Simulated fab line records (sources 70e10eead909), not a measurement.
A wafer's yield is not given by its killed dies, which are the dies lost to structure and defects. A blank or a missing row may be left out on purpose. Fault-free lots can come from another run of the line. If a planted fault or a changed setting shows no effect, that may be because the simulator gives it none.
fab line records    flow nand-harc
record: lots: 6  wafers: 18  last-day: 25
route steps=1159 shown P_GATE@113 END@1159
lots with no fault: from the same line, run without faults
start-h: start of the lot's first displayed wafer, in hours after the record's first day    wait-h: hours elapsed since this lot's preceding step    " identical to the entry in the row above    L1.1+2: a row that stands for several wafers    - either no value or no given start    * or withheld: withheld    < > ~ a bound
route shown NAME@n: a module of which the file shows steps, and the number in the route of the first    usual: mean/standard deviation taken from wafers without a fault    same: alike in all rows    chamber/n: place in a boat    sites: per-site readings    _std_site: the values' standard deviation    _edge_site: mean of outer sites minus mean of inner sites    radius-mm: how far each site lies from the wafer's centre    mask NAME#n: copy n    behind: the tool/chamber that last shaped the wafer    hold: cause of the lot's hold/its duration in hours/its outcome    device: the transistor (n, p or np) that didn't switch    end of line: the tests these same wafers got at the end of their route    step lacking rows: just its recipe    killed: count of dies lost to structure and defects at first sort (not the wafer's yield)    map: a wafer's dies, x killed, . not, _ none there
set.NAME: the setting as run; set.NAME@STEP: as run at that earlier step    model.NAME: the simulator's own value behind a step, which no gauge read
certain route steps with their lots: each step a table, each wafer a row
services: when a tool's chamber went out of use (start-h, in hours from the record's first day, below 0 if earlier), for how many hours, and the reason
== steps ==
step: NHARC_P_GATE_OXIDE_02
recipe: target-thk-a: 375  temp-c: 950  p-h2o-torr: 720  ox-time-s: 365  material: SiO2
step: NHARC_P_GATE_DEHYDRATE_03
recipe: temp-c: 150  time-s: 120
step: NHARC_P_GATE_HMDS_04
recipe: time-s: 30
step: NHARC_P_GATE_COAT_05
recipe: spin-rpm: 4690
step: NHARC_P_GATE_SOFTBAKE_06
recipe: temp-c: 122  time-s: 95
step: NHARC_P_GATE_EBR_07
step: NHARC_P_GATE_EXPOSE_08
recipe: na: 0.6  dose-mj: 16.75  mask-id: P_HV
step: NHARC_P_GATE_PEB_09
recipe: peb-temp-c: 118  peb-time-s: 85
step: NHARC_P_GATE_DEVELOP_10
recipe: time-s: 70
step: NHARC_P_GATE_CD_MEAS_11
recipe: target-cd-nm: 1640  landing-energy-ev: 500
usual: cd-nm: 1638.9/2
lot.wafer  tool       chamber  start-h  wait-h  cd-nm
L702.2     cd-sem-03  0        98.24    -       1636.8
L702.4     "          0        "        "       1636.8
L702.6     "          0        "        "       1641.2
L704.1     cd-sem-01  0        112.34   -       1639.2
L704.2     "          0        "        "       1640.8
L704.6     "          0        "        "       1642.5
L705.1     cd-sem-03  0        118.76   -       1640.7
L705.4     "          0        "        "       1642.0
L705.6     "          0        "        "       1639.3
L712.3     cd-sem-02  0        153.68   -       1640.3
L712.5     "          0        "        "       1641.2
L712.6     "          0        "        "       1641.5
L718.1     cd-sem-02  0        194.04   -       1640.7
L718.5     "          0        "        "       1636.6
L718.6     "          0        "        "       1638.1
L721.1     cd-sem-02  0        221.05   -       1639.8
L721.2     "          0        "        "       1638.8
L721.5     "          0        "        "       1640.2
step: NHARC_P_GATE_HARDBAKE_12
recipe: temp-c: 125  time-s: 80
step: NHARC_P_GATE_DESCUM_13
recipe: time-s: 3  o2-flow-sccm: 200  ar-flow-sccm: 0  bias-power-w: 0  chemistry: O2
step: NHARC_P_GATE_ETCH_14
recipe: target-depth-a: 488  chemistry: dHF  material: SiO2
lot.wafer   tool          chamber  start-h  wait-h
L702.2+6+4  wet-bench-05  1,2,4    98.54    0.1
L704.2+1+6  wet-bench-05  4,5,6    112.67   0.1
L705.4+1+6  wet-bench-05  0,1,4    119.07   0.1
L712.5+3+6  wet-bench-05  2,3,4    154.03   0.1
L718.5+6+1  wet-bench-09  4,5,1    194.35   0.1
L721.1+5+2  wet-bench-09  7,1,4    221.37   0.1
step: NHARC_P_GATE_STRIP_15
recipe: time-s: 780  temp-c: 130  chemistry: SPM
step: NHARC_P_GATE_PRECLEAN_71
recipe: time-s: *  temp-c: 50  bath-age-min: 0  chemistry: SC1
step: NHARC_P_GATE_SRD_72
step: NHARC_P_GATE_OXIDE_16
recipe: target-thk-a: 30  temp-c: 875  ox-time-s: 392  material: SiO2
step: NHARC_P_GATE_CVD_17
recipe: target-thk-a: 1500  temp-c: 620  time-s: 900  material: poly-Si
step: NHARC_P_GATE_HM_DEP_102
recipe: target-thk-a: 1200  temp-c: 400  material: aC
step: NHARC_P_GATE_DEP_103
recipe: target-thk-a: 300  target-thk-nm: 30  temp-c: 400  flow-sccm: 200  rf-w: 350  material: SiON
step: NHARC_P_GATE_DEHYDRATE_18
recipe: temp-c: 150  time-s: 120
step: NHARC_P_GATE_HMDS_19
recipe: time-s: 30
step: NHARC_P_GATE_COAT_20
recipe: spin-rpm: 1500  resist-thk-nm: 90
step: NHARC_P_GATE_SOFTBAKE_21
recipe: temp-c: 105  time-s: 55
step: NHARC_P_GATE_EBR_22
step: NHARC_P_GATE_EXPOSE_23
recipe: na: 1.35  target-cd-nm: 120  dose-mj: 93.91  mask-id: P_GATE
step: NHARC_P_GATE_PEB_24
recipe: peb-temp-c: 100  peb-time-s: 65
step: NHARC_P_GATE_DEVELOP_25
recipe: develop-time-s: 35  dev-temp-c: 23
step: NHARC_P_GATE_CD_MEAS_26
recipe: target-cd-nm: 120  landing-energy-ev: 500
usual: cd-nm: 120.2/0.98
lot.wafer  tool       chamber  start-h  wait-h  cd-nm
L702.2     cd-sem-03  0        112.32   -       119.9
L702.4     "          0        "        "       120.8
L702.6     "          0        "        "       120.2
L704.1     cd-sem-01  0        128.57   -       119.5
L704.2     "          0        "        "       119.0
L704.6     "          0        "        "       119.5
L705.1     cd-sem-01  0        134.25   -       119.8
L705.4     "          0        "        "       118.3
L705.6     "          0        "        "       120.4
L712.3     cd-sem-01  0        168.19   -       121.0
L712.5     "          0        "        "       119.6
L712.6     "          0        "        "       121.0
L718.1     cd-sem-03  0        209.83   -       120.5
L718.5     "          0        "        "       120.7
L718.6     "          0        "        "       120.5
L721.1     cd-sem-01  0        238.21   -       119.5
L721.2     "          0        "        "       118.6
L721.5     "          0        "        "       120.7
step: NHARC_P_GATE_OVL_MEAS_27
usual: overlay-x-nm: 0.2/0.89  overlay-y-nm: -0.2/0.84
lot.wafer  tool        chamber  start-h  wait-h  overlay-x-nm  overlay-y-nm
L702.2     overlay-02  -        112.40   -       0.3           0.3
L702.4     "           -        "        "       1.4           -0.3
L702.6     "           -        "        "       1.4           0.3
L704.1     overlay-01  -        128.65   -       0.2           -0.8
L704.2     "           -        "        "       -0.1          -1.0
L704.6     "           -        "        "       0.1           -0.3
L705.1     overlay-01  -        134.33   -       0.2           1.1
L705.4     "           -        "        "       0.1           1.1
L705.6     "           -        "        "       0.2           0.8
L712.3     overlay-02  -        168.29   -       1.1           0.0
L712.5     "           -        "        "       0.6           -0.5
L712.6     "           -        "        "       1.2           -0.4
L718.1     overlay-01  -        209.92   -       -0.4          -1.2
L718.5     "           -        "        "       0.8           -1.8
L718.6     "           -        "        "       0.5           -1.6
L721.1     overlay-01  -        238.30   -       0.9           -0.3
L721.2     "           -        "        "       0.8           0.0
L721.5     "           -        "        "       0.1           -0.4
step: NHARC_P_GATE_INSPECT_28
usual: raw-defect-count: 6/3.1
lot.wafer  tool               chamber  start-h  wait-h  raw-defect-count
L702.2     defect-inspect-02  -        112.44   0.0     1
L702.4     "                  -        "        "       1
L702.6     "                  -        "        "       7
L704.1     defect-inspect-02  -        128.69   0.0     7
L704.2     "                  -        "        "       7
L704.6     "                  -        "        "       9
L705.1     defect-inspect-02  -        134.37   0.0     583
L705.4     "                  -        "        "       572
L705.6     "                  -        "        "       579
L712.3     defect-inspect-02  -        168.33   0.0     604
L712.5     "                  -        "        "       611
L712.6     "                  -        "        "       598
L718.1     defect-inspect-02  -        209.96   0.0     7
L718.5     "                  -        "        "       7
L718.6     "                  -        "        "       3
L721.1     defect-inspect-02  -        238.34   0.0     5
L721.2     "                  -        "        "       7
L721.5     "                  -        "        "       3
step: NHARC_P_GATE_DESCUM_31
recipe: time-s: 3  o2-flow-sccm: 200  ar-flow-sccm: 0  bias-power-w: 0  chemistry: O2
usual: drypump-motor-current-A: 5.6/0.37  oes-product-au: 1.000/0.016  rf-vpp-V: 57.6/0.86  showerhead-plenum-p-Torr: 1.90/0.085  throttle-valve-pct: 11.311/0.0091
lot.wafer  tool         chamber  start-h  wait-h  drypump-motor-current-A  oes-product-au  rf-hours-counter-h  rf-vpp-V  showerhead-plenum-p-Torr  throttle-valve-pct
L702.2     rie-diel-12  1        112.50   0.1     5.5                      0.978           15                  57.5      1.83                      11.289
L702.6     "            1        "        "       5.5                      0.984           -                   56.7      1.83                      11.322
L702.4     "            2        "        "       5.7                      1.002           -                   57.9      1.87                      11.310
L704.1     rie-diel-12  2        128.75   0.1     5.8                      1.004           18                  58.2      1.87                      11.302
L704.2     "            1        "        "       5.5                      0.975           17                  56.9      1.83                      11.303
L704.6     "            3        "        "       6.0                      1.000           -                   58.7      1.96                      11.330
L705.1     rie-diel-13  2        134.44   0.1     5.4                      1.021           8                   59.8      2.02                      11.287
L705.4     "            0        "        "       5.2                      1.025           9                   56.6      1.78                      11.307
L705.6     "            1        "        "       5.6                      0.973           -                   58.6      1.88                      11.320
L712.3     rie-diel-12  3        168.41   0.1     6.0                      1.006           24                  59.3      1.96                      11.311
L712.5     "            0        "        "       5.3                      1.012           -                   57.5      1.99                      11.323
L712.6     "            1        "        "       5.5                      0.973           -                   55.8      1.83                      11.299
L718.1     rie-diel-13  3        210.77   0.8     4.9                      1.001           42                  56.0      1.81                      11.326
L718.5     "            2        "        "       5.4                      1.019           -                   58.1      2.01                      11.299
L718.6     "            3        "        "       4.9                      1.005           -                   57.2      1.81                      11.313
L721.1     rie-diel-13  2        238.43   0.1     5.4                      1.015           54                  57.5      2.01                      11.314
L721.2     "            1        "        "       5.6                      0.976           57                  56.4      1.86                      11.299
L721.5     "            3        "        "       5.0                      1.003           -                   57.0      1.81                      11.301
step: NHARC_P_GATE_ETCH_104
recipe: target-depth-a: 600  time-s: withheld  cf4-flow-sccm: 100  chf3-flow-sccm: 30  ar-flow-sccm: 0  rf-w: 500  bias-w: 200  chemistry: CF4/CHF3
usual: drypump-motor-current-A: 5.7/0.37  oes-product-au: 0.945/0.024  rf-vpp-V: 370.0/2.5  showerhead-plenum-p-Torr: 1.56/0.067  throttle-valve-pct: 16.802/0.0093
lot.wafer  tool         chamber  start-h  wait-h  drypump-motor-current-A  oes-product-au  rf-vpp-V  showerhead-plenum-p-Torr  throttle-valve-pct
L702.2     rie-diel-12  2        112.66   0.1     5.7                      0.923           369.1     1.54                      16.811
L702.4     "            1        "        "       5.5                      0.918           366.3     1.51                      16.796
L702.6     "            2        "        "       5.7                      0.918           369.6     1.54                      16.795
L704.1     rie-diel-12  3        128.84   0.1     6.0                      0.942           370.5     1.61                      16.805
L704.2     "            2        "        "       5.7                      0.940           370.9     1.54                      16.798
L704.6     "            3        "        "       6.0                      0.948           371.6     1.61                      16.799
L705.4     rie-diel-13  1        134.81   0.3     5.6                      0.928           371.2     1.55                      16.790
L705.1     "            3        "        "       5.0                      0.936           367.1     1.50                      16.805
L705.6     "            1        "        "       5.6                      0.939           368.8     1.55                      16.801
L712.3     rie-diel-12  3        168.48   0.1     6.0                      0.960           370.2     1.61                      16.800
L712.6     "            2        "        "       5.7                      0.946           370.1     1.54                      16.829
L712.5     "            3        "        "       6.0                      0.959           371.8     1.61                      16.807
L718.1     rie-diel-13  2        211.08   0.3     5.4                      0.953           372.6     1.65                      16.799
L718.5     "            0        "        "       5.2                      0.961           366.2     1.46                      16.806
L718.6     "            1        "        "       5.6                      0.918           368.5     1.54                      16.786
L721.1     rie-diel-13  2        238.57   0.1     5.4                      0.960           372.3     1.65                      16.793
L721.2     "            0        "        "       5.3                      1.011           367.3     1.46                      16.804
L721.5     "            1        "        "       5.5                      0.952           368.8     1.54                      16.788
step: NHARC_P_GATE_HM_OPEN_105
recipe: target-depth-a: 3600  o2-flow-sccm: 400  cos-flow-sccm: 20  ar-flow-sccm: 0  rf-w: 500  bias-w: 300  chemistry: O2/COS
usual: drypump-motor-current-A: 5.7/0.37  oes-product-au: 1.001/0.015  rf-vpp-V: 466.6/2.7  showerhead-plenum-p-Torr: 3.10/0.13  throttle-valve-pct: 28.330/0.0084
lot.wafer  tool         chamber  start-h  wait-h  drypump-motor-current-A  oes-product-au  rf-hours-counter-h  rf-vpp-V  showerhead-plenum-p-Torr  throttle-valve-pct
L702.2     rie-diel-12  1        -        -       5.5                      0.988           15                  464.5     2.99                      28.324
L702.4     "            2        "        "       5.8                      0.997           -                   466.3     3.06                      28.327
L702.6     "            0        "        "       5.3                      0.993           -                   470.2     3.24                      28.325
L704.1     rie-diel-12  3        -        -       6.0                      0.996           16                  468.1     3.20                      28.336
L704.2     "            1        "        "       5.5                      0.979           17                  463.1     2.99                      28.317
L704.6     "            0        "        "       5.3                      1.002           -                   469.0     3.24                      28.330
L705.1     rie-diel-13  2        -        -       5.4                      1.031           8                   470.0     3.29                      28.323
L705.4     "            0        "        "       5.2                      1.037           9                   463.2     2.92                      28.345
L705.6     "            3        "        "       4.9                      1.009           -                   463.5     2.97                      28.335
L712.3     rie-diel-12  1        -        -       5.5                      0.971           24                  463.9     2.99                      28.350
L712.5     "            1        "        "       5.5                      0.970           -                   464.6     2.99                      28.339
L712.6     "            2        "        "       5.7                      0.999           -                   467.3     3.06                      28.326
L718.1     rie-diel-13  1        -        -       5.6                      0.980           45                  465.8     3.05                      28.331
L718.5     "            1        "        "       5.6                      0.978           -                   466.0     3.05                      28.327
L718.6     "            2        "        "       5.4                      1.031           -                   471.5     3.28                      28.341
L721.1     rie-diel-13  1        -        -       5.6                      0.986           57                  465.2     3.05                      28.317
L721.2     "            2        "        "       5.5                      1.019           55                  469.9     3.27                      28.317
L721.5     "            3        "        "       5.0                      1.000           -                   463.4     2.96                      28.323
step: NHARC_P_GATE_STRIP_106
recipe: o2-flow-sccm: 400  cos-flow-sccm: 20  ar-flow-sccm: 0  bias-w: 0  chemistry: O2/COS
step: NHARC_P_GATE_ETCH_114
recipe: target-depth-a: 300  overetch-a: 30  time-s: 16.5  ion-energy-ev: 100  cf4-flow-sccm: 80  o2-flow-sccm: 20  ar-flow-sccm: 0  rf-w: 300  bias-w: 100  chemistry: CF4/O2
usual: drypump-motor-current-A: 5.6/0.37  oes_o_777_au: 1.001/0.0051  oes-product-au: 1.003/0.016  rf-vpp-V: 197.6/1.3  showerhead-plenum-p-Torr: 1.32/0.058  throttle-valve-pct: 13.398/0.0091
lot.wafer  tool         chamber  start-h  wait-h  drypump-motor-current-A  oes_o_777_au  oes-product-au  rf-hours-counter-h  rf-vpp-V  showerhead-plenum-p-Torr  throttle-valve-pct
L702.2     rie-diel-12  0        -        -       5.3                      0.999         1.013           15                  199.1     1.39                      13.396
L702.4     "            0        "        "       5.3                      0.999         1.013           -                   199.2     1.39                      13.396
L702.6     "            1        "        "       5.5                      1.009         0.980           -                   197.1     1.28                      13.397
L704.1     rie-diel-12  1        -        -       5.5                      1.000         0.985           17                  197.3     1.28                      13.404
L704.2     "            2        "        "       5.7                      1.003         0.993           18                  198.7     1.31                      13.379
L704.6     "            1        "        "       5.5                      0.992         0.980           -                   197.1     1.28                      13.390
L705.1     rie-diel-13  2        -        -       5.4                      1.012         1.034           8                   199.1     1.41                      13.400
L705.4     "            1        "        "       5.5                      0.998         0.995           9                   198.3     1.31                      13.414
L705.6     "            3        "        "       4.9                      1.000         1.011           -                   195.5     1.27                      13.383
L712.3     rie-diel-12  0        -        -       5.3                      1.005         1.018           24                  198.6     1.39                      13.402
L712.5     "            3        "        "       6.0                      0.998         1.012           -                   198.7     1.37                      13.398
L712.6     "            0        "        "       5.3                      0.996         1.019           -                   197.4     1.39                      13.410
L718.1     rie-diel-13  1        -        -       5.5                      1.002         0.986           46                  199.0     1.30                      13.390
L718.6     "            1        "        "       5.5                      0.998         0.986           -                   197.9     1.30                      13.393
L718.5     "            2        "        "       5.4                      0.997         1.026           -                   198.9     1.40                      13.393
L721.2     rie-diel-13  0        -        -       5.3                      1.002         1.046           56                  195.6     1.23                      13.403
L721.1     "            2        "        "       5.4                      0.999         1.017           55                  198.5     1.40                      13.397
L721.5     "            0        "        "       5.2                      0.997         1.046           -                   195.2     1.23                      13.393
step: NHARC_P_GATE_ETCH_32
recipe: target-depth-a: 1500  over-etch-frac: 1  over-etch-ion-energy-ev: 40  time-s: 100.1  hbr-flow-sccm: 150  cl2-flow-sccm: 50  rf-w: 400  icp-w: 400  bias-w: 100  chemistry: HBr/Cl2
step: NHARC_P_GATE_STRIP_108
recipe: o2-flow-sccm: 500  ar-flow-sccm: 0  bias-w: 0  chemistry: O2
usual: drypump-motor-current-A: 5.5/0.31  oes-product-au: 1.002/0.018  rf-vpp-V: 57.7/0.89  showerhead-plenum-p-Torr: 3.50/0.14  throttle-valve-pct: 17.036/0.0091
lot.wafer  tool         chamber  start-h  wait-h  drypump-motor-current-A  oes-product-au  rf-hours-counter-h  rf-vpp-V  showerhead-plenum-p-Torr  throttle-valve-pct
L702.2     rie-diel-12  1        113.29   -       5.5                      0.968           15                  56.7      3.38                      17.042
L702.6     "            1        "        "       5.5                      0.976           -                   58.2      3.38                      17.055
L702.4     "            2        "        "       5.7                      1.005           -                   58.0      3.46                      17.048
L704.1     rie-diel-12  1        129.49   -       5.5                      0.975           17                  57.2      3.38                      17.053
L704.2     "            0        "        "       5.3                      1.006           17                  57.8      3.66                      17.039
L704.6     "            1        "        "       5.5                      0.985           -                   56.6      3.38                      17.023
L705.4     rie-diel-13  0        135.38   -       5.2                      1.042           9                   56.4      3.30                      17.041
L705.1     "            2        "        "       5.4                      1.013           8                   59.0      3.72                      17.050
L705.6     "            1        "        "       5.6                      0.988           -                   56.7      3.47                      17.025
L712.3     rie-diel-13  1        169.05   -       5.6                      0.993           25                  57.5      3.46                      17.035
L712.5     "            1        "        "       5.6                      0.983           -                   58.9      3.46                      17.018
L712.6     "            2        "        "       5.5                      1.028           -                   58.2      3.71                      17.033
L718.1     rie-diel-12  1        212.90   -       5.5                      0.977           0                   57.2      3.37                      17.025
L718.5     "            1        "        "       5.5                      0.983           -                   57.1      3.37                      17.021
L718.6     "            2        "        "       5.7                      1.004           -                   58.1      3.45                      17.055
L721.2     rie-diel-13  2        239.27   -       5.5                      1.009           55                  57.8      3.69                      17.039
L721.1     "            0        "        "       5.2                      1.045           56                  56.2      3.27                      17.053
L721.5     "            3        "        "       4.9                      1.000           -                   57.2      3.34                      17.026
step: NHARC_P_GATE_CD_MEAS_33
usual: cd-nm: 120.3/2.7
lot.wafer  tool       chamber  start-h  wait-h  cd-nm
L702.2     cd-sem-01  -        113.50   0.2     119.4
L702.4     "          -        "        "       119.7
L702.6     "          -        "        "       120.2
L704.1     cd-sem-02  -        129.66   -       117.4
L704.2     "          -        "        "       121.3
L704.6     "          -        "        "       124.6
L705.1     cd-sem-02  -        135.55   -       120.1
L705.4     "          -        "        "       122.4
L705.6     "          -        "        "       121.1
L712.3     cd-sem-03  -        169.23   -       124.1
L712.5     "          -        "        "       121.7
L712.6     "          -        "        "       120.2
L718.1     cd-sem-01  -        213.10   0.2     119.5
L718.5     "          -        "        "       120.3
L718.6     "          -        "        "       120.1
L721.1     cd-sem-02  -        239.44   -       118.2
L721.2     "          -        "        "       117.5
L721.5     "          -        "        "       123.1
step: NHARC_P_GATE_STRIP_35
recipe: time-s: 600  temp-c: 130  chemistry: SPM
step: NHARC_P_GATE_PRECLEAN_73
recipe: time-s: *  temp-c: 50  bath-age-min: 0  chemistry: SC1
step: NHARC_P_GATE_SRD_74
step: NHARC_P_GATE_INSPECT_68
usual: raw-defect-count: 207/81
lot.wafer  tool               chamber  start-h  wait-h  raw-defect-count
L702.2     defect-inspect-02  -        131.10   0.1     157
L702.4     "                  -        "        "       81
L702.6     "                  -        "        "       153
L704.1     defect-inspect-01  -        147.40   0.2     101
L704.2     "                  -        "        "       103
L704.6     "                  -        "        "       127
L705.1     defect-inspect-02  -        153.89   0.2     705
L705.4     "                  -        "        "       805
L705.6     "                  -        "        "       860
L712.3     defect-inspect-02  -        187.95   0.1     736
L712.5     "                  -        "        "       724
L712.6     "                  -        "        "       788
L718.1     defect-inspect-01  -        230.89   0.2     125
L718.5     "                  -        "        "       106
L718.6     "                  -        "        "       196
L721.1     defect-inspect-01  -        256.79   0.2     299
L721.2     "                  -        "        "       441
L721.5     "                  -        "        "       432
step: NHARC_END_SORT_01
recipe: temp-c: 25
usual: killed-at-array: 27/10  killed-at-other: 0.6/0.83  killed-at-periphery: 2.4/1.8  killed-dies: 30/10  killed-open: 3.3/1.7  killed-short: 1.8/1.4
same: gross-dies: 677
lot.wafer  tool       chamber  start-h  wait-h  killed-at-array  killed-at-other  killed-at-periphery  killed-dies  killed-open  killed-short
L704.1     prober-01  0        470.26   2.5     32               0                0                    32           2            1
L704.2     prober-01  0        471.06   2.8     33               0                1                    34           0            4
L704.6     prober-01  0        474.26   4.0     42               0                1                    43           2            4
L705.1     prober-02  0        493.45   2.5     14               1                82                   97           4            3
L705.4     prober-02  0        495.86   3.4     17               2                86                   105          2            2
L705.6     prober-02  0        497.46   4.0     9                2                96                   107          2            2
L712.3     prober-01  0        503.50   7.1     22               1                90                   113          2            2
L712.5     prober-01  0        505.08   7.6     13               0                88                   101          5            3
L712.6     prober-01  0        505.88   7.9     13               0                83                   96           5            1
killed by level:class
L704.1 A_CHANNEL_HOLE_D1:chamber-film-flake=15 A_SLIT:chamber-film-flake=9 A_STAIRCASE:chamber-film-flake=3 A_M0:geometric-particle:open=2 A_ONON_D1:geometric-particle:short=1 A_CONTACT:chamber-film-flake=1 A_M1:chamber-film-flake=1
L704.2 A_CHANNEL_HOLE_D1:chamber-film-flake=17 A_SLIT:chamber-film-flake=7 A_CONTACT:chamber-film-flake=3 A_CHANNEL_FILL_D1:geometric-particle:short=2 P_STI:geometric-particle:short=1 A_SLIT:geometric-particle:short=1 A_CHANNEL_FILL_D1:chamber-film-flake=1 A_STAIRCASE:chamber-film-flake=1
L704.6 A_CHANNEL_HOLE_D1:chamber-film-flake=18 A_SLIT:chamber-film-flake=12 A_STAIRCASE:chamber-film-flake=3 A_WL_FILL:geometric-particle:open=2 A_CONTACT:chamber-film-flake=2 A_ONON_D1:geometric-particle:short=1 A_CHANNEL_FILL_D1:geometric-particle:short=1 A_SGD_CUT:geometric-particle:short=1
L705.1 P_GATE:unspecified=78 A_CHANNEL_HOLE_D1:chamber-film-flake=3 A_STAIRCASE:chamber-film-flake=3 P_M0:geometric-particle:open=2 A_SOURCE_PLATE:geometric-particle:short=2 A_CONTACT:geometric-particle:open=2 A_SLIT:chamber-film-flake=2 A_CHANNEL_HOLE_D1:geometric-particle:short=1
L705.4 P_GATE:unspecified=83 A_CHANNEL_HOLE_D1:chamber-film-flake=8 A_STAIRCASE:chamber-film-flake=3 A_CONTACT:chamber-film-flake=2 THIN_TSV:chamber-film-flake=2 P_M2:geometric-particle:open=1 A_CHANNEL_FILL_D1:geometric-particle:short=1 A_CONTACT:geometric-particle:short=1
L705.6 P_GATE:unspecified=93 A_STAIRCASE:chamber-film-flake=3 P_GATE:chamber-film-flake=2 A_CHANNEL_HOLE_D1:chamber-film-flake=2 THIN_TSV:chamber-film-flake=2 P_M0:geometric-particle:open=1 A_CHANNEL_FILL_D1:geometric-particle:short=1 A_WL_FILL:geometric-particle:short=1
L712.3 P_GATE:unspecified=88 A_CHANNEL_HOLE_D1:chamber-film-flake=10 A_CONTACT:chamber-film-flake=5 A_STAIRCASE:chamber-film-flake=4 P_GATE:geometric-particle:open=1 A_CONTACT:geometric-particle:short=1 A_CONTACT:geometric-particle:open=1 A_BLC:geometric-particle:short=1
L712.5 P_GATE:unspecified=85 A_CONTACT:chamber-film-flake=3 A_ONON_D1:geometric-particle:open=2 A_CHANNEL_HOLE_D1:chamber-film-flake=2 A_STAIRCASE:chamber-film-flake=2 P_CONTACT:geometric-particle:open=1 P_M1:geometric-particle:open=1 P_M1:geometric-particle:short=1
L712.6 P_GATE:unspecified=82 A_CONTACT:chamber-film-flake=4 A_CHANNEL_HOLE_D1:chamber-film-flake=3 P_M0:geometric-particle:open=1 A_ONON_D1:geometric-particle:short=1 A_CHANNEL_HOLE_D1:geometric-particle:open=1 A_SGD_CUT:geometric-particle:open=1 A_M0:geometric-particle:open=1
map L705.6 (x killed, . not)
____________.____________
_________......._________
_______..x......xx_______
______.x...........______
_____.x.........x..._____
____.................____
____.................____
___.................x.___
___.....x.........x...___
__...............x.....__
__.....................__
_............x..x......._
_...........xxx.x......._
_x...........xxxxx......_
_...........xxxxxx.x...._
_..........xxxxxxxx....._
...........xxxxxxx.......
...........xxxxxxxxx.....
...........xxxxxxxxx.....
...........xxxxxxxxx.....
.........xx.xxxxxxx......
_.........x.xxxxxx.x...._
_..........xxxxxxx..x..._
_.........x..xx.xxx....._
_.............xx........_
_......x.........x......_
__................x....__
__.....................__
___...................___
___...................___
____.................____
____.................____
_____..............._____
______.............______
_______..........._______
_________......._________
____________.____________
map L712.3 (x killed, . not)
____________.____________
_________......._________
_______..........._______
______.............______
_____.............x._____
____.................____
____.....x...........____
___....x.......xx....x___
___...x..x............___
__.....x......x..x.....__
__.....x..x.x..........__
_......xxxx....x........_
_....xxxxx..x..........._
_...xxxxxxxx...x........_
_..xxxxxxxxx.x.........._
_..xxxxxxxxx..x........._
...xxxxxxxxxx..x........x
...xxxxxxxx..............
...xxxxxxxxxx............
....xxxxxxx.xx.x.........
...xxxxxxx.......x.......
_.....xxxx.............._
_.....xxx.........x....._
_........x.............._
_...........x..........._
_......................._
__.....................__
__.....................__
___...................___
___...............x...___
____.................____
____.................____
_____..............._____
______.............______
_______..........._______
_________......._________
____________.____________
== services ==
tool          chamber  start-h  hours  kind
rie-diel-13   0        78.23    -      clean
rie-diel-13   1        78.23    -      clean
rie-diel-13   2        78.23    -      clean
rie-diel-13   3        78.23    -      clean
rie-diel-12   0        83.40    -      clean
rie-diel-12   1        83.40    -      clean
rie-diel-12   2        83.40    -      clean
rie-diel-12   3        83.40    -      clean
rie-diel-13   -        99.00    9.0    pm
rie-diel-13   0        99.00    9.0    vent-cycle
rie-diel-13   1        99.00    9.0    vent-cycle
rie-diel-13   2        99.00    9.0    vent-cycle
rie-diel-13   3        99.00    9.0    vent-cycle
rie-diel-13   0        108.00   -      clean
rie-diel-13   0        108.00   -      consumable-replace:focus-ring
rie-diel-13   1        108.00   -      clean
rie-diel-12   3        111.95   6.8    repair
wet-bench-09  -        112.88   8.0    pm
wet-bench-05  -        162.46   0.5    repair
rie-diel-12   3        170.63   10.5   repair
wet-bench-05  -        196.80   8.0    pm
rie-diel-12   3        202.17   20.3   repair
rie-diel-12   -        202.40   9.0    pm
rie-diel-13   3        214.06   10.1   repair
== key ==
first-sign: step: NHARC_P_GATE_INSPECT_28  reading: raw-defect-count  direction: up  sigmas: 99+  usual: 6  struck: 591
effect: step: NHARC_P_GATE_INSPECT_68  reading: raw-defect-count  direction: up  sigmas: 6.9  usual: 207  struck: 770
effect: step: NHARC_END_SORT_01  reading: killed-at-periphery  direction: up  sigmas: 47  usual: 2.4  struck: 87.5
more-kills-born-at: NHARC_P_GATE_ETCH_14@wet-bench-05: 509
met-at NHARC_P_GATE_ETCH_14
struck-wafers L705.1,L705.4,L705.6,L712.3,L712.5,L712.6
tester-left-out L705,L712
onset-between 112.67 119.07
fault: kind: chamber-particle-source  tool: wet-bench-05  chamber: -  onset-h: 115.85  steps: NHARC_P_GATE_ETCH_14  rate-per-visit-cm2: 0.90741  end-h: 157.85
tester-left-out: of these lots the tester's yield and bins aren't shown, on N5 and GAA mostly nor the transistor test; their killed dies are dies lost to structure and defects alone, not to doping, threshold or leakage, so they don't give the yield
